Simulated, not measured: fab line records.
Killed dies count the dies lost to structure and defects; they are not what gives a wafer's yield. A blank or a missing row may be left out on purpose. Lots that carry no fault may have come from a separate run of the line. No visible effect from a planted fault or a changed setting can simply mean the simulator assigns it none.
What tool caused it?	flow nand-harc	13 lots (39 wafers sampled), 1 step of a 1302-step route

WHAT EACH GAUGE READ, for each wafer
NHARC_A_M0_INSPECT_11.
lot	measured	on	raw-defect-count
L861	day 23 12:05	defect-inspect-02	99 104 104
L865	day 23 23:05	defect-inspect-02	153 150 153
L867	day 24 20:20	defect-inspect-02	57 68 63
L868	day 25 12:50	defect-inspect-01	83 72 70
L869	day 26 10:48	defect-inspect-02	133 148 132
L870	day 26 21:34	defect-inspect-01	96 78 85
L871	day 27 02:28	defect-inspect-02	50 41 59
L872	day 27 08:08	defect-inspect-02	114 101 103
L873	day 27 12:10	defect-inspect-02	58 33 59
L875	day 28 10:31	defect-inspect-02	85 94 109
L874	day 28 19:24	defect-inspect-01	106 126 119
L883	day 31 13:02	defect-inspect-02	82 84 73
L884	day 32 10:04	defect-inspect-01	71 81 80

TOOL THAT RAN EACH LOT (tool first, then ch and the chambers of the sampled wafers, then the start)
Record: no process step prior to these readings.

AS READ BY THE TOOLS THEMSELVES (means over the sampled wafers that have a number; for cases with no such wafer, the mark the record gives instead)
The record holds no such reading with a usual standard deviation.

THE ANSWER, worked out from the rows above alone
Rule: the usual values come from the lots themselves. Put in order of their means at a reading, lots are off if they are a third of the lots or fewer, leave a main group of 4 or more, and stand apart from it by a gap of 3 or more times the standard deviation of the main group's means; of several such gaps the widest counts. Not used: any main group whose means are identical at the precision the tables above print for the reading. A lot without any number at a reading at which 4 lots or more have one is off too. The other lots that the step has rows for count as sound. First the gauges in route order, then the tools' own readings, where a lot's mean is used as printed above. The first step at which some lot is off is used, and at that step the reading that is off furthest; a lot without a number counts as furthest.
Across all readings shown, no lot is off: no conclusion can be drawn from this.

WHAT THE SIMULATOR HAD INSERTED
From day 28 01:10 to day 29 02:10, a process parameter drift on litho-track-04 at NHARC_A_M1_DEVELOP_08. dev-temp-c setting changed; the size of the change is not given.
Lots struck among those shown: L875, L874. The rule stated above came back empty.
